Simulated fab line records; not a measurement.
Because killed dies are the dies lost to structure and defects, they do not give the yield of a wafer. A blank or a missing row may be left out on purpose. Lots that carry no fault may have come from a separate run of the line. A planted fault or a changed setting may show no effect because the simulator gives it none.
The tool behind it: which one? | flow nand harc | 33 wafers from 11 lots sampled at 8 of the route's 1159 steps

## WHAT EACH GAUGE READ, for each wafer
NHARC_P_STI_INSPECT_11. Usual: raw defect count 5.3, standard deviation 2.7.
lot  | measured    | on                | raw defect count | flag
L262 | day 2 09:14 | defect inspect-02 | 5 4 1            |
L265 | day 3 02:35 | defect inspect-01 | 8 3 7            |
L268 | day 3 23:15 | defect inspect-02 | 12 7 3           |
L270 | day 4 13:12 | defect inspect-01 | 4 5 5            |
L274 | day 5 11:01 | defect inspect-01 | 7 5 6            |
L276 | day 5 23:13 | defect inspect-02 | 7 4 7            |
L279 | day 6 20:10 | defect inspect-01 | 4 7 8            |
L282 | day 7 11:07 | defect inspect-01 | 9 11 5           |
L283 | day 7 16:55 | defect inspect-01 | 7 5 3            |
L284 | day 8 01:35 | defect inspect-02 | 6 5 4            |
L285 | day 8 05:55 | defect inspect-01 | 9 9 7            |

NHARC_P_STI_INSPECT_25. Usual: raw defect count 218, standard deviation 87.
lot  | measured    | on                | raw defect count | flag
L262 | day 3 16:46 | defect inspect-01 | 299 272 187      |
L265 | day 4 06:23 | defect inspect-02 | 197 231 273      |
L268 | day 5 08:00 | defect inspect-01 | 130 166 265      |
L270 | day 5 14:48 | defect inspect-02 | 178 167 243      |
L274 | day 7 01:16 | defect inspect-01 | 260 248 420      |
L276 | day 7 01:16 | defect inspect-02 | 230 200 107      |
L279 | day 8 00:43 | defect inspect-01 | 305 360 392      |
L282 | day 8 17:46 | defect inspect-02 | 554 537 548      | OFF
L283 | day 9 00:41 | defect inspect-01 | 739 657 794      | OFF
L284 | day 9 05:25 | defect inspect-02 | 209 247 216      |
L285 | day 9 20:59 | defect inspect-02 | 531 274 278      |

NHARC_P_GATE_INSPECT_28. Usual: raw defect count 6, standard deviation 3.1.
lot  | measured     | on                | raw defect count | flag
L262 | day 4 16:29  | defect inspect-02 | 10 11 4          |
L265 | day 5 04:44  | defect inspect-01 | 11 12 8          |
L268 | day 6 08:41  | defect inspect-02 | 5 4 3            |
L270 | day 6 14:31  | defect inspect-01 | 7 11 3           |
L274 | day 8 00:07  | defect inspect-02 | 7 4 6            |
L276 | day 8 00:20  | defect inspect-02 | 9 15 7           |
L279 | day 8 23:09  | defect inspect-01 | 6 1 9            |
L282 | day 9 17:58  | defect inspect-02 | 459 400 410      | OFF
L283 | day 10 01:04 | defect inspect-02 | 431 415 437      | OFF
L284 | day 10 03:53 | defect inspect-01 | 6 9 2            |
L285 | day 10 22:20 | defect inspect-02 | 1 7 11           |

NHARC_P_GATE_INSPECT_68. Usual: raw defect count 207, standard deviation 81.
lot  | measured     | on                | raw defect count | flag
L262 | day 5 11:23  | defect inspect-01 | 289 271 207      |
L265 | day 6 00:25  | defect inspect-01 | 153 198 265      |
L268 | day 7 03:24  | defect inspect-01 | 146 166 233      |
L270 | day 7 09:01  | defect inspect-02 | 204 149 245      |
L274 | day 8 19:10  | defect inspect-01 | 216 225 403      |
L276 | day 8 19:57  | defect inspect-02 | 203 173 114      |
L279 | day 9 20:31  | defect inspect-01 | 256 279 401      |
L282 | day 10 14:53 | defect inspect-01 | 555 515 554      | OFF
L283 | day 10 19:55 | defect inspect-01 | 686 603 716      | OFF
L284 | day 10 22:13 | defect inspect-01 | 188 231 168      |
L285 | day 11 16:47 | defect inspect-01 | 448 188 275      |

NHARC_END_SORT_01. Usual: killed at array 27, standard deviation 10; killed at other 0.6, standard deviation 0.83; killed at periphery 2.4, standard deviation 1.8; killed dies 30, standard deviation 10; killed open 3.3, standard deviation 1.7; killed short 1.8, standard deviation 1.4.
lot  | measured     | on        | killed at array | killed at other | killed at periphery | killed dies | killed open | killed short | flag
L274 | day 23 01:55 | prober-01 | 45 45 41        | 1 1 0           | 5 1 5               | 51 47 46    | 4 3 2       | 3 2 1        |
L276 | day 21 21:55 | prober-01 | 18 13 29        | 2 1 0           | 1 3 1               | 21 17 30    | 5 5 9       | 3 1 0        |
L282 | day 24 19:37 | prober-01 | 17 20 19        | 2 1 0           | 88 59 79            | 107 80 98   | 8 4 6       | 2 1 1        | OFF
L283 | day 25 03:20 | prober-02 | 22 16 24        | 0 1 2           | 90 93 56            | 112 110 82  | 6 3 3       | 1 1 1        | OFF

## EACH LOT AND THE TOOL THAT RAN IT (in order: tool; ch and the chambers of the sampled wafers; start)
lot  | NHARC_P_ZERO_WELL_DESCUM_54       | NHARC_P_STI_PRECLEAN_38            | NHARC_P_GATE_DESCUM_13
L262 | rie diel-01 ch 0,2, day 1 17:58   | wet bench-04 ch 0,4,7, day 3 08:43 | rie diel-13 ch 1,3, day 4 01:17
L265 | rie diel-01 ch 0,2,3, day 2 11:48 | wet bench-03 ch 2,4,5, day 3 22:10 | rie diel-12 ch 1,2, day 4 14:26
L268 | rie diel-01 ch 0,1,3, day 3 06:00 | wet bench-04 ch 2,5,6, day 4 22:19 | rie diel-10 ch 0,1, day 5 16:30
L270 | rie diel-02 ch 0,1,2, day 3 17:48 | wet bench-03 ch 0,2,3, day 5 06:44 | rie diel-12 ch 0,1,3, day 5 23:05
L274 | rie diel-02 ch 0,1, day 4 17:59   | wet bench-01 ch 1,3,4, day 6 17:21 | rie diel-10 ch 0,2,3, day 7 09:40
L276 | rie diel-01 ch 0,1,2, day 5 06:05 | wet bench-03 ch 0,1,3, day 6 17:23 | rie diel-13 ch 1,2,3, day 7 09:53
L279 | rie diel-05 ch 1,3, day 6 00:20   | wet bench-04 ch 2,3,5, day 7 15:20 | rie diel-12 ch 1,2, day 8 08:55
L282 | rie diel-05 ch 0,2,3, day 6 18:03 | wet bench-04 ch 1,2,7, day 8 07:50 | rie diel-13 ch 1,2,3, day 9 02:13
L283 | rie diel-05 ch 0,2, day 6 23:52   | wet bench-04 ch 1,5,7, day 8 14:27 | rie diel-13 ch 0,1,2, day 9 10:01
L284 | rie diel-02 ch 0,1,2, day 7 06:02 | wet bench-01 ch 2,3,6, day 8 21:25 | rie diel-13 ch 0,1,3, day 9 14:13
L285 | rie diel-05 ch 0,1, day 7 12:35   | wet bench-03 ch 0,2,3, day 9 05:35 | rie diel-12 ch 0,2, day 10 05:13
- NHARC_P_ZERO_WELL_DESCUM_54: chemistry O2, time 3 s.
- NHARC_P_STI_PRECLEAN_38: cleans in SC1.
- NHARC_P_GATE_DESCUM_13: chemistry O2, time 3 s.

## AS READ BY THE TOOLS THEMSELVES (means over the sampled wafers that have a number; for cases with no such wafer, the mark the record gives instead)
NHARC_P_ZERO_WELL_DESCUM_54. Usual: drypump motor current A 5.7 A, standard deviation 0.39; mfc ar sccm 0.013 sccm, standard deviation 0.013; oes product au 1.006 a.u., standard deviation 0.013; rf vpp V 57.9 V, standard deviation 0.87; showerhead plenum p Torr 1.92 Torr, standard deviation 0.06; throttle valve pct 11.310 %, standard deviation 0.0091.
lot  | tool        | drypump motor current A (A) | mfc ar sccm (sccm) | oes product au (a.u.) | rf vpp V (V) | showerhead plenum p Torr (Torr) | throttle valve pct (%) | flag
L262 | rie diel-01 | 5.8                         | 0.022              | 0.982                 | 57.6         | 1.86                            | 11.311                 |
L265 | rie diel-01 | 5.8                         | 0.014              | 1.001                 | 58.0         | 1.87                            | 11.307                 |
L268 | rie diel-01 | 5.6                         | 0.011              | 1.005                 | 58.6         | 1.92                            | 11.314                 |
L270 | rie diel-02 | 5.7                         | 0.011              | 1.005                 | 57.9         | 1.96                            | 11.314                 |
L274 | rie diel-02 | 6.2                         | 0.001              | 1.002                 | 58.4         | 1.93                            | 11.311                 |
L276 | rie diel-01 | 5.7                         | 0.012              | 0.992                 | 57.5         | 1.88                            | 11.318                 |
L279 | rie diel-05 | 5.5                         | 0.009              | 1.022                 | 58.0         | 1.95                            | 11.313                 |
L282 | rie diel-05 | 5.9                         | 0.021              | 1.012                 | 57.6         | 1.90                            | 11.311                 |
L283 | rie diel-05 | 5.7                         | 0.034              | 1.011                 | 57.9         | 1.83                            | 11.307                 |
L284 | rie diel-02 | 5.7                         | 0.011              | 1.001                 | 57.2         | 1.95                            | 11.306                 |
L285 | rie diel-05 | 5.5                         | 0.019              | 1.026                 | 58.9         | 1.91                            | 11.316                 |

NHARC_P_STI_PRECLEAN_38. Usual: diw flow mL min 1415, standard deviation 4.6.
lot  | tool         | diw flow mL min | flag
L262 | wet bench-04 | 1419            |
L265 | wet bench-03 | 1418            |
L268 | wet bench-04 | 1414            |
L270 | wet bench-03 | 1417            |
L274 | wet bench-01 | 1412            |
L276 | wet bench-03 | 1415            |
L279 | wet bench-04 | 1417            |
L282 | wet bench-04 | 1411            |
L283 | wet bench-04 | 1415            |
L284 | wet bench-01 | 1412            |
L285 | wet bench-03 | 1417            |

NHARC_P_GATE_DESCUM_13. Usual: drypump motor current A 5.5 A, standard deviation 0.31; mfc ar sccm 0.005 sccm, standard deviation 0.0058; oes product au 1.000 a.u., standard deviation 0.017; rf vpp V 57.6 V, standard deviation 0.96; showerhead plenum p Torr 1.89 Torr, standard deviation 0.08; throttle valve pct 11.313 %, standard deviation 0.01.
lot  | tool        | drypump motor current A (A) | mfc ar sccm (sccm) | oes product au (a.u.) | rf vpp V (V) | showerhead plenum p Torr (Torr) | throttle valve pct (%) | flag
L262 | rie diel-13 | 5.1                         | 0.002              | 1.007                 | 57.1         | 1.84                            | 11.316                 |
L265 | rie diel-12 | 5.6                         | 0.010              | 0.987                 | 58.2         | 1.85                            | 11.309                 |
L268 | rie diel-10 | 6.3                         | 0.012              | 0.999                 | 57.9         | 1.87                            | 11.317                 |
L270 | rie diel-12 | 5.6                         | 0.007              | 0.997                 | 58.5         | 1.93                            | 11.326                 |
L274 | rie diel-10 | 6.0                         | 0.008              | 1.001                 | 59.2         | 1.96                            | 11.314                 |
L276 | rie diel-13 | 5.3                         | 0.002              | 1.010                 | 57.1         | 1.91                            | 11.314                 |
L279 | rie diel-12 | 5.7                         | 0.005              | 0.987                 | 57.3         | 1.86                            | 11.311                 |
L282 | rie diel-13 | 5.3                         | 0.002              | 1.003                 | 57.9         | 1.90                            | 11.311                 |
L283 | rie diel-13 | 5.4                         | 0.002              | 1.008                 | 58.7         | 1.88                            | 11.317                 |
L284 | rie diel-13 | 5.3                         | 0.002              | 1.005                 | 57.0         | 1.82                            | 11.303                 |
L285 | rie diel-12 | 5.6                         | 0.002              | 0.996                 | 57.6         | 1.91                            | 11.316                 |

## THE ANSWER, worked out from the rows above alone
Rule: take the mean of a lot's wafers that have a number; if it is more than 3 standard deviations from the usual mean, the lot is off. Also off: a lot with no number at a reading for which 4 or more lots have one. Where the step has rows for the other lots, those lots are counted as sound. The gauges are gone through in route order, then the tools' own readings, and for those a lot's mean is taken as printed above. At the first step where some lot is off, the reading lying furthest off is the one used; lots without a number count as furthest.
Off: L282, L283 (NHARC_P_STI_INSPECT_25, raw defect count).
A tool fits if, at a process step before that reading, it ran every lot that is off, and no sound lot after the first of them. The gauges at NHARC_P_STI_INSPECT_25 aren't tried: what is off there is off at NHARC_END_SORT_01 too, on other tools, and a gauge's error can't cause that. One candidate fits, namely wet bench-04 at NHARC_P_STI_PRECLEAN_38. A fault onset in the window from L279 (day 7 15:20, its last sound lot) to L282 (day 8 07:50, its first lot off) fits.

## WHAT WAS PUT IN BY THE SIMULATOR
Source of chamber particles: wet bench-04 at NHARC_P_STI_PRECLEAN_38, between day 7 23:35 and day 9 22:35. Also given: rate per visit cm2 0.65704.
Struck lots among those shown: L282, L283. The rule above reached the same finding.
